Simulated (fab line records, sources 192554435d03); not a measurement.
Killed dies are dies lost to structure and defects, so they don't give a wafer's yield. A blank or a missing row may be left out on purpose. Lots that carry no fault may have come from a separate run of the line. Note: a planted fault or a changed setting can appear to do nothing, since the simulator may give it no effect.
Matching of chambers    flow n5 finfet    ald sin-04 running N5_GATE_CUT_SAC_CAP_01: 4 sister chambers
The step material SiNx, target thk 24 nm, pulse time 1 s, ald cycles 480. 4 wafers are shown with their chamber, then 11 later ones without.

WAFERS, EACH WITH ITS CHAMBER
wafer   chamber  heater power w (W)
L086.2  2        866
L088.4  3        684
L088.5  0        913
L092.1  1        790

WAFERS MISSING THEIR CHAMBER
wafer   heater power w (W)
L092.2  750
L092.3  810
L092.4  914
L092.5  804
L092.6  823
L096.1  795
L096.2  934
L096.3  742
L096.4  808
L096.5  749
L096.6  812

THE CHAMBER EACH PASSED THROUGH
wafer   from the rows above      in truth
L092.2  can't be placed: 1 or 3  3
L092.3  can't be placed: 1 or 2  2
L092.4  can't be placed: 0 or 2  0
L092.5  can't be placed: 1 or 2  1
L092.6  can't be placed: 1 or 2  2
L096.1  1                        1
L096.2  can't be placed: 0 or 2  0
L096.3  can't be placed: 1 or 3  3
L096.4  can't be placed: 1 or 2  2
L096.5  can't be placed: 1 or 3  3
L096.6  can't be placed: 1 or 2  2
1 of 11 placed correctly. These rows do not allow placing 10 (true chamber among the candidates in 10). Placed wrongly: 0.
How it was worked out, from the rows above alone: a wafer's distance from a chamber is the root of the sum, over the readings, of the square of ((its reading less the chamber's mean) divided by the reading's scatter). The wafer belongs to the nearest chamber; if the next one is less than 2 further off, it can't be placed. A chamber's mean is the mean of its shown wafers. The scatter: root of mean squared gap, hidden wafer to nearest shown wafer, with one shown wafer a chamber.
